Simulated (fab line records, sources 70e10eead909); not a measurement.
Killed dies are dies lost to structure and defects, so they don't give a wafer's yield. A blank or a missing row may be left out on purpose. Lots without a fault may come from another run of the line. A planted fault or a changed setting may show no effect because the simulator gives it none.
fab line records | flow nand_harc
record lots=7 wafers=21 last_day=33
route steps=1302 shown P_GATE@157 END@1302
lots that met no fault: from a run of the same line without faults
start_h: hours from the record's first day to the start of the lot's first wafer shown | wait_h: hours since the lot's step before | " the same as in the row above | L1.1+2: a row that stands for several wafers | - no value, or no start given | * or withheld: withheld | < > ~ a bound
route shown NAME@n: a module of which the file shows steps, and the number in the route of the first | usual: mean/standard deviation of fault-free wafers | same: alike in all rows | chamber/n: place in a boat | sites: the reading at each site | _std_site: their standard deviation | _edge_site: outer sites' mean less inner sites' | radius_mm: how far each site lies from the wafer's centre | mask NAME#n: copy n | behind: the tool/chamber that last shaped the wafer | hold: why the lot was held/for how many hours/how that ended | device: the transistor (n, p or np) that didn't switch | end of line: the same wafers' tests at the end of the route | a step without rows: its recipe alone | killed: dies lost to structure and defects at the first sort, not the wafer's yield | map: a wafer's dies, x killed, . not, _ none there
set.NAME: the setting as run; set.NAME@STEP: as run at that earlier step | model.NAME: the simulator's own value behind a step, which no gauge read
lots at some steps of the route; a table a step, a row a wafer
services: from which hour (start_h, from the record's first day; less than 0 if before it) a tool's chamber was out of use, for how many hours, and why
## steps
# step NHARC_P_GATE_STRIP_101
# recipe time_s=20 o2_flow_sccm=500 ar_flow_sccm=0 bias_w=0 chemistry=O2
# usual drypump_motor_current_A=5.7/0.47 oes_product_au=0.998/0.015 rf_vpp_V=57.8/0.9 showerhead_plenum_p_Torr=3.52/0.12 throttle_valve_pct=17.038/0.01
# columns lot.wafer tool chamber start_h wait_h drypump_motor_current_A oes_product_au rf_hours_counter_h rf_vpp_V showerhead_plenum_p_Torr throttle_valve_pct
L275.1 rie_diel-04 3 225.00 0.1 5.9 1.000 2.8 58.3 3.62 17.052
L275.3 " 2 " " 4.7 0.994 3.0 57.7 3.34 17.048
L275.5 " 3 " " 6.0 0.997 - 57.8 3.62 17.043
L278.3 rie_diel-10 1 255.72 0.1 5.7 1.008 0.0 56.7 3.34 17.036
L278.1 " 3 " " 6.4 1.021 0.0 56.2 3.61 17.033
L278.6 " 1 " " 5.7 0.999 - 56.5 3.34 17.035
L277.2 rie_diel-04 2 258.45 0.1 4.7 1.006 4.2 57.5 3.34 17.033
L277.4 " 0 " " 5.7 0.995 3.8 59.6 3.50 17.035
L277.1 " 1 " " 6.1 0.990 3.4 58.8 3.68 17.040
L281.4 rie_diel-10 3 287.94 0.1 6.4 1.020 2.1 57.4 3.61 17.036
L281.2 " 0 " " 5.8 1.026 1.5 58.9 3.59 17.037
L281.6 " 0 " " 5.8 1.026 - 58.5 3.59 17.041
L282.2 rie_diel-12 0 297.84 0.1 5.9 0.993 1.2 57.7 3.44 17.053
L282.4 " 2 " " 5.6 0.993 2.1 58.1 3.49 17.054
L282.1 " 3 " " 5.0 0.963 1.2 59.2 3.64 17.032
L283.2 rie_diel-12 1 313.29 0.1 5.8 1.021 2.9 58.2 3.43 17.033
L283.3 " 3 " " 5.1 0.976 2.3 57.9 3.64 17.017
L283.6 " 1 " " 5.9 1.025 - 56.6 3.43 17.032
L284.2 rie_diel-10 0 317.20 0.1 5.8 1.033 2.5 57.1 3.59 17.042
L284.3 " 2 " " 5.2 1.007 2.8 58.6 3.49 17.041
L284.6 " 3 " " 6.4 1.014 - 57.1 3.60 17.020
# step NHARC_P_GATE_PRECLEAN_97
# recipe time_s=600 temp_c=120 chemistry=SPM
# step NHARC_P_GATE_SRD_98
# step NHARC_P_GATE_PRECLEAN_99
# recipe time_s=* temp_c=50 bath_age_min=0 chemistry=SC1
# step NHARC_P_GATE_SRD_100
# step NHARC_P_GATE_DEHYDRATE_38
# recipe temp_c=150 time_s=120
# step NHARC_P_GATE_HMDS_39
# recipe time_s=30
# step NHARC_P_GATE_COAT_40
# recipe spin_rpm=3000
# step NHARC_P_GATE_SOFTBAKE_41
# recipe temp_c=122 time_s=95
# step NHARC_P_GATE_EBR_42
# step NHARC_P_GATE_EXPOSE_43
# recipe na=0.6 target_cd_nm=720 dose_mj=14.81 mask_id=P_NSD
# step NHARC_P_GATE_PEB_44
# recipe peb_temp_c=118 peb_time_s=85
# step NHARC_P_GATE_DEVELOP_45
# recipe time_s=70
# columns lot.wafer tool chamber start_h wait_h
L275.1+3+5 litho_track-05 0 226 -
L278.1+3+6 litho_track-03 0 256 -
L277.1+2+4 litho_track-07 0 259 -
L281.2+4+6 litho_track-07 0 288 -
L282.1+2+4 litho_track-07 0 298 -
L283.2+3+6 litho_track-07 0 314 -
L284.2+3+6 litho_track-07 0 318 -
# step NHARC_P_GATE_HARDBAKE_47
# recipe temp_c=125 time_s=80
# step NHARC_P_GATE_DESCUM_48
# recipe time_s=3 o2_flow_sccm=200 ar_flow_sccm=0 bias_power_w=0 chemistry=O2
# usual drypump_motor_current_A=5.7/0.46 oes_product_au=0.998/0.015 rf_vpp_V=57.7/0.85 showerhead_plenum_p_Torr=1.91/0.065 throttle_valve_pct=11.312/0.0086
# columns lot.wafer tool chamber start_h wait_h drypump_motor_current_A oes_product_au rf_hours_counter_h rf_vpp_V showerhead_plenum_p_Torr throttle_valve_pct model.P_GATE.cd_nm
L275.3 rie_diel-12 1 226.90 - 5.8 1.002 6.8 56.9 1.86 11.295 719.2
L275.1 " 3 " " 5.0 1.010 6.6 57.8 1.98 11.313 716.5
L275.5 " 0 " " 6.0 0.994 - 57.5 1.87 11.317 718
L278.1 rie_diel-10 3 256.81 - 6.3 1.014 0.0 57.7 1.96 11.315 720.2
L278.3 " 1 " " 5.7 1.014 0.0 56.0 1.80 11.297 723.1
L278.6 " 0 " " 5.9 1.021 - 59.3 1.95 11.306 719.8
L277.1 rie_diel-04 0 259.61 - 5.7 0.996 3.8 56.8 1.90 11.308 718
L277.2 " 1 " " 6.1 0.988 3.4 58.5 2.00 11.294 718.1
L277.4 " 2 " " 4.7 1.004 4.2 57.4 1.80 11.314 717.6
L281.4 rie_diel-04 3 289.02 - 5.9 0.994 5.8 58.3 1.97 11.308 722
L281.2 " 2 " " 4.7 1.019 5.8 57.0 1.80 11.307 721.2
L281.6 " 3 " " 5.9 0.996 - 57.3 1.97 11.311 718
L282.4 rie_diel-10 3 298.93 - 6.4 1.015 2.6 56.4 1.96 11.320 119.8
L282.1 " 0 " " 5.8 1.020 2.1 59.2 1.95 11.300 117.6
L282.2 " 1 " " 5.7 1.030 1.7 57.9 1.80 11.315 115.8
L283.2 rie_diel-04 0 314.37 - 5.7 1.005 7.4 59.7 1.90 11.314 121.7
L283.3 " 2 " " 4.7 1.008 7.7 59.3 1.80 11.314 120.8
L283.6 " 0 " " 5.7 0.996 - 58.1 1.90 11.316 119.7
L284.3 rie_diel-10 1 318.30 - 5.7 1.022 2.1 59.4 1.80 11.325 120.3
L284.2 " 2 " " 5.2 0.995 2.8 57.7 1.89 11.321 117.7
L284.6 " 3 " " 6.4 1.003 - 57.4 1.96 11.304 120.2
# step NHARC_P_GATE_IMPLANT_49
# recipe energy_kev=30 dose_cm2=3e+15 tilt_deg=7
# step NHARC_P_GATE_STRIP_111
# recipe power_w=1500 temp_c=110 time_s=250 chemistry=N2/H2
# usual drypump_motor_current_A=5.8/0.38 heater_power_w=89/12
# columns lot.wafer tool chamber start_h wait_h drypump_motor_current_A heater_power_w rf_hours_counter_h
L275.1 plasma_asher-01 1 227.29 0.2 5.2 77 11
L275.3 " 0 " " 5.3 98 -
L275.5 " 0 " " 5.3 96 -
L278.1 plasma_asher-01 0 257.37 0.4 5.3 94 16
L278.3 " 1 " " 5.2 76 -
L278.6 " 0 " " 5.3 94 -
L277.2 plasma_asher-02 0 259.98 0.2 5.7 76 0
L277.1 " 1 " " 6.2 101 0
L277.4 " 0 " " 5.7 77 -
L281.2 plasma_asher-02 0 289.39 0.2 5.7 75 8
L281.4 " 0 " " 5.7 73 -
L281.6 " 0 " " 5.7 76 -
L282.2 plasma_asher-02 0 299.29 0.2 5.7 74 10
L282.1 " 1 " " 6.2 102 10
L282.4 " 0 " " 5.7 76 -
L283.2 plasma_asher-02 1 314.80 0.2 6.2 99 12
L283.3 " 0 " " 5.7 77 -
L283.6 " 0 " " 5.7 76 -
L284.2 plasma_asher-02 0 318.64 0.2 5.7 75 13
L284.3 " 1 " " 6.2 105 -
L284.6 " 1 " " 6.2 102 -
# step NHARC_P_GATE_STRIP_75
# recipe power_w=1500 temp_c=250 chemistry=O2
# step NHARC_P_GATE_STRIP_50
# recipe time_s=900 temp_c=130 chemistry=SPM
# step NHARC_P_GATE_DEHYDRATE_51
# recipe temp_c=150 time_s=120
# step NHARC_P_GATE_HMDS_52
# recipe time_s=30
# step NHARC_P_GATE_COAT_53
# recipe spin_rpm=3000
# step NHARC_P_GATE_SOFTBAKE_54
# recipe temp_c=122 time_s=95
# step NHARC_P_GATE_EBR_55
# step NHARC_P_GATE_EXPOSE_56
# recipe na=0.6 target_cd_nm=720 dose_mj=14.81 mask_id=P_PSD
# step NHARC_P_GATE_PEB_57
# recipe peb_temp_c=118 peb_time_s=85
# step NHARC_P_GATE_DEVELOP_58
# recipe time_s=70
# step NHARC_P_GATE_HARDBAKE_60
# recipe temp_c=125 time_s=80
# step NHARC_P_GATE_DESCUM_61
# recipe time_s=3 o2_flow_sccm=200 ar_flow_sccm=0 bias_power_w=0 chemistry=O2
# usual drypump_motor_current_A=5.7/0.45 oes_product_au=1.001/0.014 rf_vpp_V=58.0/0.93 showerhead_plenum_p_Torr=1.90/0.061 throttle_valve_pct=11.312/0.0094
# columns lot.wafer tool chamber start_h wait_h drypump_motor_current_A oes_product_au rf_hours_counter_h rf_vpp_V showerhead_plenum_p_Torr throttle_valve_pct
L275.1 rie_diel-04 3 228.68 - 5.9 0.999 3.0 57.8 1.97 11.317
L275.3 " 1 " " 6.1 0.988 2.2 59.6 2.00 11.321
L275.5 " 0 " " 5.7 1.007 - 57.9 1.90 11.305
L278.1 rie_diel-10 3 258.64 - 6.4 1.004 0.0 58.7 1.96 11.301
L278.3 " 0 " " 5.8 1.017 0.0 57.2 1.95 11.307
L278.6 " 0 " " 5.8 1.019 - 58.0 1.95 11.319
L277.1 rie_diel-10 2 261.38 - 5.2 1.004 0.1 58.7 1.89 11.305
L277.4 " 3 " " 6.4 1.008 0.2 58.5 1.96 11.303
L277.2 " 0 " " 5.8 1.029 0.2 58.6 1.95 11.313
L281.4 rie_diel-04 2 290.65 - 4.7 1.023 5.8 58.2 1.80 11.328
L281.2 " 0 " " 5.7 1.009 6.1 58.1 1.90 11.312
L281.6 " 2 " " 4.7 1.026 - 57.4 1.80 11.317
L282.2 rie_diel-12 1 300.55 - 5.8 1.025 2.2 58.8 1.86 11.299
L282.1 " 2 " " 5.6 0.999 2.2 58.2 1.89 11.300
L282.4 " 0 " " 6.0 0.989 1.3 57.0 1.86 11.318
L283.2 rie_diel-04 0 316.16 - 5.7 1.010 7.4 56.5 1.90 11.296
L283.3 " 1 " " 6.1 0.988 7.5 58.3 2.00 11.323
L283.6 " 3 " " 5.9 0.998 - 58.2 1.96 11.321
L284.3 rie_diel-04 2 319.91 - 4.7 1.002 7.7 58.1 1.80 11.319
L284.2 " 1 " " 6.1 0.986 7.6 57.0 2.00 11.300
L284.6 " 2 " " 4.7 0.996 - 58.2 1.80 11.298
# step NHARC_P_GATE_IMPLANT_62
# recipe energy_kev=20 dose_cm2=3e+15 tilt_deg=7
# step NHARC_P_GATE_STRIP_112
# recipe power_w=1500 temp_c=110 time_s=200 chemistry=N2/H2
# usual drypump_motor_current_A=5.7/0.39 heater_power_w=89/12
# columns lot.wafer tool chamber start_h wait_h drypump_motor_current_A heater_power_w rf_hours_counter_h
L275.1 plasma_asher-02 1 229.04 0.2 6.2 103 28
L275.3 " 1 " " 6.2 105 -
L275.5 " 1 " " 6.2 99 -
L278.1 plasma_asher-02 0 259.02 0.2 5.7 76 0
L278.3 " 0 " " 5.7 74 -
L278.6 " 0 " " 5.7 77 -
L277.2 plasma_asher-01 0 261.75 0.2 5.3 96 18
L277.1 " 1 " " 5.3 76 18
L277.4 " 0 " " 5.3 96 -
L281.2 plasma_asher-01 0 291.02 0.2 5.2 97 24
L281.4 " 0 " " 5.2 96 -
L281.6 " 1 " " 5.3 76 -
L282.2 plasma_asher-02 0 300.92 0.2 5.7 75 10
L282.1 " 1 " " 6.2 104 10
L282.4 " 1 " " 6.2 102 -
L283.2 plasma_asher-02 1 316.50 0.2 6.2 106 12
L283.3 " 1 " " 6.2 103 -
L283.6 " 1 " " 6.2 102 -
L284.2 plasma_asher-01 1 320.28 0.2 5.2 77 30
L284.3 " 1 " " 5.3 77 -
L284.6 " 1 " " 5.2 77 -
# step NHARC_P_GATE_STRIP_76
# recipe power_w=1500 temp_c=250 chemistry=O2
# usual drypump_motor_current_A=5.7/0.39 heater_power_w=331/43
# columns lot.wafer tool chamber start_h wait_h drypump_motor_current_A heater_power_w rf_hours_counter_h
L275.1 plasma_asher-02 1 229.30 0.2 6.2 379 29
L275.3 " 1 " " 6.2 381 -
L275.5 " 1 " " 6.2 377 -
L278.1 plasma_asher-02 0 259.28 0.2 5.7 280 0
L278.3 " 0 " " 5.7 278 -
L278.6 " 0 " " 5.7 275 -
L277.2 plasma_asher-01 0 262.01 0.2 5.2 359 19
L277.1 " 1 " " 5.2 293 19
L277.4 " 0 " " 5.3 353 -
L281.2 plasma_asher-01 0 291.27 0.2 5.3 361 24
L281.4 " 0 " " 5.3 363 -
L281.6 " 1 " " 5.2 285 -
L282.2 plasma_asher-02 0 301.18 0.2 5.7 290 10
L282.1 " 1 " " 6.2 379 10
L282.4 " 1 " " 6.2 380 -
L283.2 plasma_asher-02 1 316.77 0.2 6.2 378 13
L283.3 " 1 " " 6.2 386 -
L283.6 " 1 " " 6.2 383 -
L284.2 plasma_asher-01 1 320.54 0.2 5.2 281 31
L284.3 " 1 " " 5.3 288 -
L284.6 " 1 " " 5.2 289 -
# step NHARC_P_GATE_STRIP_63
# recipe time_s=900 temp_c=130 chemistry=SPM
# step NHARC_P_GATE_DEHYDRATE_83
# recipe temp_c=150 time_s=120
# step NHARC_P_GATE_HMDS_84
# recipe time_s=30
# step NHARC_P_GATE_COAT_85
# recipe spin_rpm=3000
# step NHARC_P_GATE_SOFTBAKE_86
# recipe temp_c=122 time_s=95
# step NHARC_P_GATE_EBR_87
# step NHARC_P_GATE_EXPOSE_88
# recipe na=0.6 target_cd_nm=2000 dose_mj=11.87 mask_id=P_HVN
# step NHARC_P_GATE_PEB_89
# recipe peb_temp_c=118 peb_time_s=85
# step NHARC_P_GATE_DESCUM_93
# recipe time_s=3 o2_flow_sccm=200 ar_flow_sccm=0 bias_power_w=0 chemistry=O2
# usual drypump_motor_current_A=5.7/0.42 oes_product_au=0.998/0.014 rf_vpp_V=57.7/0.8 showerhead_plenum_p_Torr=1.91/0.059 throttle_valve_pct=11.310/0.0089
# columns lot.wafer tool chamber start_h wait_h drypump_motor_current_A oes_product_au rf_hours_counter_h rf_vpp_V showerhead_plenum_p_Torr throttle_valve_pct model.P_GATE.cd_nm
L275.1 rie_diel-10 3 230.40 - 6.4 1.017 9.1 56.4 1.96 11.302 1999
L275.3 " 0 " " 5.8 1.014 8.4 57.9 1.95 11.319 1998
L275.5 " 3 " " 6.3 1.017 - 57.6 1.96 11.325 1994
L278.3 rie_diel-12 3 260.37 - 5.1 0.995 8.9 56.5 1.98 11.313 2003
L278.1 " 1 " " 5.8 1.008 8.8 57.9 1.86 11.301 1997
L278.6 " 0 " " 5.9 1.003 - 58.5 1.86 11.311 1996
L277.2 rie_diel-12 2 262.96 - 5.6 0.977 7.3 58.1 1.89 11.303 2000
L277.1 " 0 " " 5.9 1.006 9.4 57.9 1.86 11.306 2002
L277.4 " 1 " " 5.8 1.004 8.8 57.0 1.86 11.314 2000
L281.2 rie_diel-10 1 292.25 - 5.7 1.013 1.3 57.5 1.80 11.299 1998
L281.4 " 2 " " 5.2 1.003 1.9 57.3 1.89 11.293 2006
L281.6 " 3 " " 6.4 1.012 - 58.9 1.96 11.316 2002
L282.4 rie_diel-10 0 302.27 - 5.8 1.018 2.1 57.4 1.95 11.318 119.8
L282.2 " 1 " " 5.7 1.008 1.7 57.1 1.80 11.307 115.8
L282.1 " 2 " " 5.3 0.996 2.3 58.0 1.89 11.306 117.6
L283.2 rie_diel-12 0 317.84 - 5.9 0.992 2.0 56.8 1.86 11.306 121.7
L283.3 " 2 " " 5.5 0.992 3.3 58.3 1.89 11.319 120.8
L283.6 " 1 " " 5.8 1.012 - 58.3 1.86 11.315 119.7
L284.2 rie_diel-10 3 321.63 - 6.4 1.007 3.2 56.5 1.96 11.300 117.7
L284.3 " 0 " " 5.8 1.023 2.6 57.8 1.95 11.310 120.3
L284.6 " 3 " " 6.4 0.996 - 58.4 1.96 11.317 120.2
# step NHARC_END_SORT_01
# recipe temp_c=25
# usual killed_at_array=55/17 killed_at_other=0.9/1.2 killed_at_periphery=3.7/2.5 killed_dies=59/18 killed_open=3.4/1.9 killed_short=2.6/1.6
# same gross_dies=677
# columns lot.wafer tool chamber start_h wait_h killed_at_array killed_at_other killed_at_periphery killed_dies killed_open killed_short
L282.1 prober-02 0 743.96 2.5 78 0 599 677 7 2
L282.2 prober-02 0 744.76 2.8 77 1 599 677 5 1
L282.4 prober-02 0 746.37 3.4 84 1 592 677 3 2
L283.2 prober-01 0 753.41 2.8 57 1 619 677 8 5
L283.3 prober-01 0 754.21 3.1 52 0 625 677 1 1
L283.6 prober-01 0 756.60 4.0 61 0 616 677 3 2
L284.2 prober-02 0 779.63 2.8 36 2 639 677 2 4
L284.3 prober-02 0 780.43 3.1 29 0 648 677 3 1
L284.6 prober-02 0 782.81 4.0 32 1 644 677 4 1
# killed by level:class
L282.1 P_GATE:area_develop=597 A_CHANNEL_HOLE_D1:chamber_film_flake=30 A_SLIT:chamber_film_flake=24 A_STAIRCASE:chamber_film_flake=5 A_WL_FILL:chamber_film_flake=4 A_CONTACT:chamber_film_flake=4 A_CHANNEL_FILL_D1:geometric_particle:open=2 A_DECK1_JOINT:chamber_film_flake=2
L282.2 P_GATE:area_develop=597 A_CHANNEL_HOLE_D1:chamber_film_flake=34 A_SLIT:chamber_film_flake=17 A_STAIRCASE:chamber_film_flake=10 A_CONTACT:chamber_film_flake=10 A_WL_FILL:chamber_film_flake=2 P_M0:geometric_particle:open=1 P_M1:geometric_particle:short=1
L282.4 P_GATE:area_develop=592 A_CHANNEL_HOLE_D1:chamber_film_flake=38 A_SLIT:chamber_film_flake=20 A_STAIRCASE:chamber_film_flake=12 A_CONTACT:chamber_film_flake=4 A_DECK1_JOINT:chamber_film_flake=2 A_DECK1_JOINT:geometric_particle:short=1 A_ONON_D2:geometric_particle:open=1
L283.2 P_GATE:area_develop=618 A_SLIT:chamber_film_flake=22 A_CHANNEL_HOLE_D1:chamber_film_flake=15 A_CONTACT:chamber_film_flake=4 A_ONON_D1:geometric_particle:short=3 A_CHANNEL_FILL_D2:geometric_particle:open=2 A_CHANNEL_FILL_D1:chamber_film_flake=2 P_CONTACT:geometric_particle:open=1
L283.3 P_GATE:area_develop=622 A_SLIT:chamber_film_flake=29 A_CHANNEL_HOLE_D1:chamber_film_flake=11 A_CONTACT:chamber_film_flake=3 P_M1:chamber_film_flake=2 A_DECK1_JOINT:chamber_film_flake=2 A_CHANNEL_HOLE_D2:chamber_film_flake=2 A_CHANNEL_FILL_D1:geometric_particle:short=1
L283.6 P_GATE:area_develop=614 A_SLIT:chamber_film_flake=30 A_CHANNEL_HOLE_D1:chamber_film_flake=11 A_CONTACT:chamber_film_flake=5 A_DECK1_JOINT:chamber_film_flake=4 A_CHANNEL_FILL_D2:chamber_film_flake=3 P_M1:geometric_particle:open=1 A_CHANNEL_FILL_D1:geometric_particle:short=1
L284.2 P_GATE:area_develop=635 A_SLIT:chamber_film_flake=11 A_CHANNEL_HOLE_D1:chamber_film_flake=8 A_CONTACT:chamber_film_flake=6 A_DECK1_JOINT:chamber_film_flake=3 A_ONON_D2:geometric_particle:short=2 P_M1:chamber_film_flake=2 P_CONTACT:geometric_particle:short=1
L284.3 P_GATE:area_develop=645 A_CHANNEL_HOLE_D1:chamber_film_flake=9 A_SLIT:chamber_film_flake=6 A_DECK1_JOINT:chamber_film_flake=3 A_CHANNEL_HOLE_D2:chamber_film_flake=3 P_M1:chamber_film_flake=2 A_CONTACT:chamber_film_flake=2 P_M0:geometric_particle:open=1
L284.6 P_GATE:area_develop=643 A_CHANNEL_HOLE_D1:chamber_film_flake=10 A_SLIT:chamber_film_flake=10 A_CONTACT:chamber_film_flake=4 A_CHANNEL_FILL_D2:chamber_film_flake=2 P_CONTACT:geometric_particle:short=1 A_ONON_D1:geometric_particle:open=1 A_ONON_D2:geometric_particle:open=1
# map L282.1 (x killed, . not)
____________x____________
_________xxxxxxx_________
_______xxxxxxxxxxx_______
______xxxxxxxxxxxxx______
_____xxxxxxxxxxxxxxx_____
____xxxxxxxxxxxxxxxxx____
____xxxxxxxxxxxxxxxxx____
___xxxxxxxxxxxxxxxxxxx___
___xxxxxxxxxxxxxxxxxxx___
__xxxxxxxxxxxxxxxxxxxxx__
__xxxxxxxxxxxxxxxxxxxxx__
_xxxxxxxxxxxxxxxxxxxxxxx_
_xxxxxxxxxxxxxxxxxxxxxxx_
_xxxxxxxxxxxxxxxxxxxxxxx_
_xxxxxxxxxxxxxxxxxxxxxxx_
_xxxxxxxxxxxxxxxxxxxxxxx_
xxxxxxxxxxxxxxxxxxxxxxxxx
xxxxxxxxxxxxxxxxxxxxxxxxx
xxxxxxxxxxxxxxxxxxxxxxxxx
xxxxxxxxxxxxxxxxxxxxxxxxx
xxxxxxxxxxxxxxxxxxxxxxxxx
_xxxxxxxxxxxxxxxxxxxxxxx_
_xxxxxxxxxxxxxxxxxxxxxxx_
_xxxxxxxxxxxxxxxxxxxxxxx_
_xxxxxxxxxxxxxxxxxxxxxxx_
_xxxxxxxxxxxxxxxxxxxxxxx_
__xxxxxxxxxxxxxxxxxxxxx__
__xxxxxxxxxxxxxxxxxxxxx__
___xxxxxxxxxxxxxxxxxxx___
___xxxxxxxxxxxxxxxxxxx___
____xxxxxxxxxxxxxxxxx____
____xxxxxxxxxxxxxxxxx____
_____xxxxxxxxxxxxxxx_____
______xxxxxxxxxxxxx______
_______xxxxxxxxxxx_______
_________xxxxxxx_________
____________x____________
# map L283.2 (x killed, . not)
____________x____________
_________xxxxxxx_________
_______xxxxxxxxxxx_______
______xxxxxxxxxxxxx______
_____xxxxxxxxxxxxxxx_____
____xxxxxxxxxxxxxxxxx____
____xxxxxxxxxxxxxxxxx____
___xxxxxxxxxxxxxxxxxxx___
___xxxxxxxxxxxxxxxxxxx___
__xxxxxxxxxxxxxxxxxxxxx__
__xxxxxxxxxxxxxxxxxxxxx__
_xxxxxxxxxxxxxxxxxxxxxxx_
_xxxxxxxxxxxxxxxxxxxxxxx_
_xxxxxxxxxxxxxxxxxxxxxxx_
_xxxxxxxxxxxxxxxxxxxxxxx_
_xxxxxxxxxxxxxxxxxxxxxxx_
xxxxxxxxxxxxxxxxxxxxxxxxx
xxxxxxxxxxxxxxxxxxxxxxxxx
xxxxxxxxxxxxxxxxxxxxxxxxx
xxxxxxxxxxxxxxxxxxxxxxxxx
xxxxxxxxxxxxxxxxxxxxxxxxx
_xxxxxxxxxxxxxxxxxxxxxxx_
_xxxxxxxxxxxxxxxxxxxxxxx_
_xxxxxxxxxxxxxxxxxxxxxxx_
_xxxxxxxxxxxxxxxxxxxxxxx_
_xxxxxxxxxxxxxxxxxxxxxxx_
__xxxxxxxxxxxxxxxxxxxxx__
__xxxxxxxxxxxxxxxxxxxxx__
___xxxxxxxxxxxxxxxxxxx___
___xxxxxxxxxxxxxxxxxxx___
____xxxxxxxxxxxxxxxxx____
____xxxxxxxxxxxxxxxxx____
_____xxxxxxxxxxxxxxx_____
______xxxxxxxxxxxxx______
_______xxxxxxxxxxx_______
_________xxxxxxx_________
____________x____________
## services
# columns tool chamber start_h hours kind
rie_diel-12 2 219.45 3.8 repair
rie_diel-10 0 221.63 - clean
rie_diel-10 1 221.63 - clean
rie_diel-10 2 221.63 - clean
rie_diel-10 3 221.63 - clean
rie_diel-10 - 242.50 9.0 pm
rie_diel-10 0 242.50 9.0 vent_cycle
rie_diel-10 1 242.50 9.0 vent_cycle
rie_diel-10 2 242.50 9.0 vent_cycle
rie_diel-10 3 242.50 9.0 vent_cycle
plasma_asher-02 - 249.16 9.0 pm
plasma_asher-02 0 249.16 9.0 vent_cycle
plasma_asher-02 1 249.16 9.0 vent_cycle
litho_track-07 - 251.00 7.0 pm
rie_diel-10 0 251.50 - clean
rie_diel-12 2 254.22 6.8 repair
plasma_asher-02 0 258.16 - clean
plasma_asher-02 1 258.16 - clean
rie_diel-12 - 268.40 9.0 pm
litho_track-03 - 275.00 7.0 pm
plasma_asher-02 - 287.80 1.2 repair
rie_diel-10 - 290.26 1.4 repair
rie_diel-04 0 298.71 7.4 repair
litho_track-05 - 299.00 7.0 pm
## key
first_sign step=NHARC_END_SORT_01 reading=killed_at_periphery direction=up sigmas=99+ usual=3.7 struck=620.1
effect step=NHARC_END_SORT_01 reading=killed_dies direction=up sigmas=35 usual=59 struck=677
model_effect step=NHARC_P_GATE_DESCUM_48 value=P_GATE.cd_nm without=718.2 struck=119.3
model_effect step=NHARC_P_GATE_DESCUM_93 value=P_GATE.cd_nm without=2002 struck=119.3
more_kills_born_at NHARC_P_GATE_DEVELOP_45@litho_track-07=5563
met_at NHARC_P_GATE_DEVELOP_45
struck_wafers L282.1,L282.2,L282.4,L283.2,L283.3,L283.6,L284.2,L284.3,L284.6
later_rows_left_out L282.1,L282.2,L282.4,L283.2,L283.3,L283.6,L284.2,L284.3,L284.6
tester_left_out L282,L283,L284
onset_between 288 298
also_fits time
fault kind=process_parameter_drift tool=litho_track-07 chamber=- onset_h=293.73 steps=NHARC_P_GATE_DEVELOP_45 channel=time_s offset=* shape=step acts_in=* stated=*
# tester_left_out: of these lots the tester's yield and bins aren't shown, on N5 and GAA mostly nor the transistor test; their killed dies are dies lost to structure and defects alone, not to doping, threshold or leakage, so they don't give the yield
# later_rows_left_out: the simulator's readings of these wafers behind a module that went badly wrong aren't trusted and aren't shown, but for the sort
